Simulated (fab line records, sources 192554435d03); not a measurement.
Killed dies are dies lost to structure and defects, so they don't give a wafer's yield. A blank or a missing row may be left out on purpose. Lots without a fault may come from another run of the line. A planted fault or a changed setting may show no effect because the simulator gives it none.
Which tool did it? | flow n5_finfet | 24 lots, 72 wafers sampled, at 5 steps of a route of 1938

WHAT THE GAUGES READ, wafer by wafer
N5_MOL_CONTACT_COAG_CD_MEAS_137: target cd 16 nm.
lot  | measured     | on        | cd_nm (nm)
L074 | day 5 04:21  | cd_sem-01 | 16.1 15.8 16.5
L075 | day 5 12:04  | cd_sem-01 | 15.9 15.7 16.3
L076 | day 5 16:17  | cd_sem-02 | 15.7 16.1 15.8
L077 | day 5 19:52  | cd_sem-02 | 15.4 16.0 15.4
L078 | day 6 02:26  | cd_sem-01 | 15.9 15.7 15.3
L079 | day 6 11:10  | cd_sem-02 | 15.3 16.3 15.8
L080 | day 6 19:31  | cd_sem-02 | 15.9 15.8 15.8
L081 | day 7 00:47  | cd_sem-02 | 15.7 15.5 15.5
L082 | day 7 02:02  | cd_sem-03 | 15.8 16.1 16.0
L083 | day 7 10:24  | cd_sem-03 | 15.9 15.5 15.5
L084 | day 7 17:33  | cd_sem-02 | 16.0 15.7 15.4
L085 | day 7 20:25  | cd_sem-01 | 16.0 15.8 16.0
L086 | day 8 07:35  | cd_sem-01 | 15.3 15.8 15.4
L087 | day 8 11:35  | cd_sem-02 | 15.5 15.7 16.1
L088 | day 8 15:50  | cd_sem-02 | 16.4 16.5 16.1
L089 | day 9 00:23  | cd_sem-01 | 15.8 16.4 15.9
L090 | day 9 05:44  | cd_sem-03 | 16.1 15.5 15.8
L091 | day 9 08:40  | cd_sem-01 | 16.3 15.4 15.8
L092 | day 9 11:43  | cd_sem-02 | 15.6 15.8 16.5
L093 | day 9 18:11  | cd_sem-01 | 16.1 16.4 16.2
L094 | day 10 11:10 | cd_sem-01 | 15.5 16.4 15.7
L095 | day 10 11:17 | cd_sem-03 | 15.7 16.3 15.7
L096 | day 10 18:18 | cd_sem-01 | 16.6 16.3 15.6
L097 | day 10 23:10 | cd_sem-03 | 15.7 15.9 15.5

N5_MOL_CONTACT_COAG_CD_MEAS_40: target cd 25.1 nm.
lot  | measured     | on        | cd_nm (nm)
L074 | day 5 04:40  | cd_sem-02 | 24.73 24.82 24.65
L075 | day 5 12:23  | cd_sem-02 | 25.35 25.20 25.06
L076 | day 5 16:44  | cd_sem-01 | 24.88 25.03 24.77
L077 | day 5 20:18  | cd_sem-03 | 24.57 24.97 24.52
L078 | day 6 02:52  | cd_sem-02 | 25.30 24.90 25.38
L079 | day 6 11:37  | cd_sem-01 | 25.48 25.15 25.27
L080 | day 6 19:58  | cd_sem-02 | 25.32 25.31 25.00
L081 | day 7 01:06  | cd_sem-02 | 25.25 25.29 24.92
L082 | day 7 02:21  | cd_sem-02 | 24.99 24.80 25.02
L083 | day 7 10:51  | cd_sem-01 | 25.28 25.12 24.99
L084 | day 7 17:52  | cd_sem-01 | 25.62 25.16 25.28
L085 | day 7 20:44  | cd_sem-03 | 25.14 25.25 25.54
L086 | day 8 08:01  | cd_sem-02 | 25.10 25.01 25.05
L087 | day 8 12:01  | cd_sem-02 | 25.46 25.13 25.11
L088 | day 8 16:09  | cd_sem-01 | 24.80 25.24 24.83
L089 | day 9 00:41  | cd_sem-03 | 25.02 24.93 24.98
L090 | day 9 06:10  | cd_sem-03 | 24.64 24.91 24.68
L091 | day 9 08:59  | cd_sem-03 | 24.86 24.83 24.72
L092 | day 9 12:02  | cd_sem-02 | 24.89 24.96 25.09
L093 | day 9 18:37  | cd_sem-01 | 24.84 25.21 24.71
L094 | day 10 11:37 | cd_sem-01 | 25.05 25.35 24.83
L095 | day 10 11:40 | cd_sem-03 | 25.33 25.08 24.98
L096 | day 10 18:44 | cd_sem-01 | 25.09 25.18 25.08
L097 | day 10 23:36 | cd_sem-03 | 25.09 25.13 24.94

WHICH TOOL RAN EACH LOT (tool, then ch and the chambers of the sampled wafers, then the start)
lot  | N5_GATE_CUT_HM_DEP_46           | N5_MOL_CONTACT_COAG_VIA_ETCH_46    | N5_MOL_CONTACT_COAG_STRIP_119
L074 | pecvd-04 ch 0,1,2, day 4 11:56  | rie_diel-03 ch 0,2,3, day 5 04:01  | plasma_asher-02 ch 0,1, day 5 04:12
L075 | pecvd-04 ch 0,1, day 4 18:02    | rie_diel-02 ch 1,2,3, day 5 11:43  | plasma_asher-01 ch 0,1, day 5 11:55
L076 | pecvd-04 ch 0,1, day 4 21:29    | rie_diel-03 ch 0,2,3, day 5 15:57  | plasma_asher-02 ch 1, day 5 16:08
L077 | pecvd-04 ch 0,2, day 5 04:44    | rie_diel-03 ch 0,1,3, day 5 19:31  | plasma_asher-02 ch 0,1, day 5 19:43
L078 | pecvd-01 ch 1,2, day 5 10:51    | rie_diel-03 ch 0,1,2, day 6 02:05  | plasma_asher-02 ch 0,1, day 6 02:16
L079 | pecvd-02 ch 0,2, day 5 19:45    | rie_diel-04 ch 1,2,3, day 6 10:49  | plasma_asher-02 ch 1, day 6 11:01
L080 | pecvd-04 ch 0,1,2, day 6 04:11  | rie_diel-03 ch 0,2,3, day 6 19:13  | plasma_asher-01 ch 0,1, day 6 19:23
L081 | pecvd-01 ch 1,2, day 6 08:23    | rie_diel-03 ch 1,2,3, day 7 00:26  | plasma_asher-01 ch 0,1, day 7 00:38
L082 | pecvd-01 ch 0,1,2, day 6 11:26  | rie_diel-02 ch 1,2,3, day 7 01:41  | plasma_asher-02 ch 0,1, day 7 01:53
L083 | pecvd-01 ch 0,1,2, day 6 17:04  | rie_diel-02 ch 1,2,3, day 7 10:04  | plasma_asher-01 ch 0,1, day 7 10:15
L084 | pecvd-04 ch 0,2, day 7 01:17    | rie_diel-02 ch 2,3, day 7 17:13    | plasma_asher-02 ch 0,1, day 7 17:25
L085 | pecvd-04 ch 1,2, day 7 04:22    | rie_diel-04 ch 0,1, day 7 20:04    | plasma_asher-02 ch 0, day 7 20:16
L086 | pecvd-02 ch 0,1, day 7 12:18    | rie_diel-03 ch 1,2, day 8 07:14    | plasma_asher-02 ch 0,1, day 8 07:25
L087 | pecvd-01 ch 0,2, day 7 18:15    | rie_diel-02 ch 0,2,3, day 8 10:57  | plasma_asher-02 ch 0,1, day 8 11:26
L088 | pecvd-01 ch 0,1,2, day 7 23:41  | rie_diel-04 ch 1,2,3, day 8 15:20  | plasma_asher-02 ch 1, day 8 15:41
L089 | pecvd-04 ch 0,1,2, day 8 06:12  | rie_diel-04 ch 1,2, day 8 23:58    | plasma_asher-01 ch 0,1, day 9 00:14
L090 | pecvd-02 ch 0,1,2, day 8 08:59  | rie_diel-04 ch 1,2,3, day 9 05:23  | plasma_asher-01 ch 0,1, day 9 05:35
L091 | pecvd-04 ch 0,1, day 8 15:55    | rie_diel-04 ch 1,2, day 9 08:19    | plasma_asher-02 ch 0,1, day 9 08:31
L092 | pecvd-02 ch 0,1,2, day 8 20:07  | rie_diel-02 ch 0,1,3, day 9 11:23  | plasma_asher-02 ch 0,1, day 9 11:35
L093 | pecvd-01 ch 0,1,2, day 9 04:25  | rie_diel-04 ch 0,1,3, day 9 17:50  | plasma_asher-02 ch 0,1, day 9 18:02
L094 | pecvd-01 ch 1,2, day 9 17:48    | rie_diel-04 ch 1,2,3, day 10 10:50 | plasma_asher-02 ch 0,1, day 10 11:02
L095 | pecvd-01 ch 1,2, day 9 18:12    | rie_diel-02 ch 1,2,3, day 10 10:56 | plasma_asher-01 ch 0,1, day 10 11:08
L096 | pecvd-02 ch 0,2, day 10 00:53   | rie_diel-03 ch 0,2,3, day 10 17:57 | plasma_asher-01 ch 0,1, day 10 18:08
L097 | pecvd-04 ch 0,1,2, day 10 07:53 | rie_diel-03 ch 0,1,2, day 10 22:50 | plasma_asher-02 ch 0,1, day 10 23:01
- N5_GATE_CUT_HM_DEP_46: deposits SiO2 from TEOS/O2, target thk 130 nm, time 26.6 s.
- N5_MOL_CONTACT_COAG_VIA_ETCH_46: etches SiO2 in C4F6/O2, target depth 46 nm, overetch 9.2 nm, time 40 s.
- N5_MOL_CONTACT_COAG_STRIP_119: strips in N2/H2, time 30 s.

WHAT THE TOOLS THEMSELVES READ (means of the sampled wafers that have a number; where no wafer has one, the mark that the record gives instead)
N5_GATE_CUT_HM_DEP_46.
lot  | tool     | heater_power_w (W) | showerhead_plenum_p_Torr (Torr) | susceptor_temp_C (C) | throttle_valve_pct (%)
L074 | pecvd-04 | 511                | 8.32                            | 400.05               | 18.3
L075 | pecvd-04 | 587                | 8.32                            | 400.08               | 17.8
L076 | pecvd-04 | 567                | 8.32                            | 400.26               | 18.1
L077 | pecvd-04 | 528                | 8.31                            | 399.80               | 18.2
L078 | pecvd-01 | 544                | 8.38                            | 400.04               | 20.8
L079 | pecvd-02 | 503                | 8.35                            | 399.85               | 20.1
L080 | pecvd-04 | 539                | 8.32                            | 400.09               | 18.1
L081 | pecvd-01 | 479                | 8.38                            | 400.01               | 20.8
L082 | pecvd-01 | 499                | 8.39                            | 399.80               | 19.8
L083 | pecvd-01 | 512                | 8.38                            | 400.01               | 19.9
L084 | pecvd-04 | 575                | 8.31                            | 400.06               | 18.3
L085 | pecvd-04 | 488                | 8.30                            | 400.16               | 18.4
L086 | pecvd-02 | 510                | 8.38                            | 399.92               | 20.2
L087 | pecvd-01 | 513                | 8.38                            | 399.82               | 20.1
L088 | pecvd-01 | 558                | 8.39                            | 399.72               | 20.2
L089 | pecvd-04 | 519                | 8.31                            | 399.91               | 18.3
L090 | pecvd-02 | 524                | 8.36                            | 400.15               | 19.3
L091 | pecvd-04 | 595                | 8.34                            | 399.93               | 18.1
L092 | pecvd-02 | 498                | 8.37                            | 399.96               | 19.4
L093 | pecvd-01 | 564                | 8.38                            | 400.11               | 20.1
L094 | pecvd-01 | 538                | 8.38                            | 400.02               | 20.9
L095 | pecvd-01 | 482                | 8.39                            | 399.77               | 20.9
L096 | pecvd-02 | 488                | 8.36                            | 399.82               | 19.4
L097 | pecvd-04 | 535                | 8.32                            | 400.21               | 18.4

N5_MOL_CONTACT_COAG_VIA_ETCH_46.
lot  | tool        | bias_w (W) | drypump_motor_current_A (A) | oes_product_au (a.u.) | rf_vpp_V (V) | showerhead_plenum_p_Torr (Torr) | throttle_valve_pct (%)
L074 | rie_diel-03 | 455.1      | 5.7                         | 0.72                  | 1620         | 2.86                            | 40.6
L075 | rie_diel-02 | 456.3      | 5.6                         | 0.76                  | 1593         | 2.86                            | 40.5
L076 | rie_diel-03 | 455.4      | 5.7                         | 0.72                  | 1620         | 2.86                            | 40.6
L077 | rie_diel-03 | 455.5      | 5.5                         | 0.76                  | 1610         | 2.84                            | 40.7
L078 | rie_diel-03 | 455.2      | 5.7                         | 0.74                  | 1638         | 2.79                            | 40.6
L079 | rie_diel-04 | 454.4      | 5.8                         | 0.64                  | 1601         | 2.84                            | 41.0
L080 | rie_diel-03 | 455.8      | 5.7                         | 0.71                  | 1620         | 2.85                            | 40.6
L081 | rie_diel-03 | 455.2      | 5.4                         | 0.70                  | 1619         | 2.84                            | 40.4
L082 | rie_diel-02 | 455.1      | 5.6                         | 0.74                  | 1593         | 2.86                            | 40.5
L083 | rie_diel-02 | 455.6      | 5.6                         | 0.73                  | 1592         | 2.85                            | 40.5
L084 | rie_diel-02 | 454.5      | 5.3                         | 0.80                  | 1604         | 2.93                            | 40.9
L085 | rie_diel-04 | 454.0      | 5.7                         | 0.64                  | 1621         | 2.89                            | 41.4
L086 | rie_diel-03 | 455.6      | 5.7                         | 0.67                  | 1646         | 2.79                            | 40.3
L087 | rie_diel-02 | 454.4      | 5.2                         | 0.73                  | 1592         | 2.83                            | 41.0
L088 | rie_diel-04 | 455.2      | 5.7                         | 0.78                  | 1600         | 2.83                            | 40.9
L089 | rie_diel-04 | 454.4      | 5.4                         | 0.76                  | 1599         | 2.83                            | 41.1
L090 | rie_diel-04 | 454.6      | 5.8                         | 0.76                  | 1601         | 2.83                            | 40.9
L091 | rie_diel-04 | 455.0      | 5.4                         | 0.76                  | 1600         | 2.83                            | 41.1
L092 | rie_diel-02 | 456.1      | 5.6                         | 0.76                  | 1597         | 2.83                            | 40.9
L093 | rie_diel-04 | 456.7      | 5.7                         | 0.77                  | 1608         | 2.83                            | 40.9
L094 | rie_diel-04 | 454.7      | 5.8                         | 0.75                  | 1600         | 2.83                            | 40.9
L095 | rie_diel-02 | 456.3      | 5.6                         | 0.78                  | 1591         | 2.85                            | 40.5
L096 | rie_diel-03 | 454.7      | 5.7                         | 0.68                  | 1619         | 2.84                            | 40.7
L097 | rie_diel-03 | 455.1      | 5.8                         | 0.70                  | 1636         | 2.77                            | 40.6

N5_MOL_CONTACT_COAG_STRIP_119.
lot  | tool            | drypump_motor_current_A (A) | h2_flow_sccm (sccm) | heater_power_w (W)
L074 | plasma_asher-02 | 5.6                         | 3249                | 378
L075 | plasma_asher-01 | 5.8                         | 3245                | 389
L076 | plasma_asher-02 | 5.4                         | 3244                | 361
L077 | plasma_asher-02 | 5.5                         | 3244                | 373
L078 | plasma_asher-02 | 5.5                         | 3238                | 375
L079 | plasma_asher-02 | 5.4                         | 3247                | 362
L080 | plasma_asher-01 | 5.4                         | 3250                | 373
L081 | plasma_asher-01 | 5.8                         | 3246                | 391
L082 | plasma_asher-02 | 5.5                         | 3238                | 367
L083 | plasma_asher-01 | 5.8                         | 3251                | 392
L084 | plasma_asher-02 | 5.6                         | 3255                | 370
L085 | plasma_asher-02 | 5.6                         | 3243                | 378
L086 | plasma_asher-02 | 5.6                         | 3248                | 369
L087 | plasma_asher-02 | 5.6                         | 3257                | 372
L088 | plasma_asher-02 | 5.4                         | 3256                | 357
L089 | plasma_asher-01 | 5.4                         | 3248                | 376
L090 | plasma_asher-01 | 5.4                         | 3246                | 382
L091 | plasma_asher-02 | 5.5                         | 3244                | 375
L092 | plasma_asher-02 | 5.5                         | 3248                | 357
L093 | plasma_asher-02 | 5.5                         | 3247                | 370
L094 | plasma_asher-02 | 5.5                         | 3257                | 372
L095 | plasma_asher-01 | 5.4                         | 3256                | 375
L096 | plasma_asher-01 | 5.4                         | 3251                | 378
L097 | plasma_asher-02 | 5.5                         | 3253                | 374

THE ANSWER, worked out from the rows above alone
Rule: what is usual is taken from the lots themselves. Put in order of their means at a reading, lots are off if they are a third of the lots or fewer, leave a main group of 4 or more, and stand apart from it by a gap of 3 or more times the standard deviation of the main group's means; of several such gaps the widest counts. A main group whose means are all the same, to the digits that the tables above print for the reading, isn't used. A lot without any number at a reading at which 4 lots or more have one is off too. The other lots that the step has rows for count as sound. The gauges are gone through in route order, then the tools' own readings, and for those a lot's mean is taken as printed above. The first step at which some lot is off is used, and at that step the reading that is off furthest; a lot without a number counts as furthest.
No lot is off at any reading shown: from this, nothing can be told.

WHAT THE SIMULATOR HAD PUT IN
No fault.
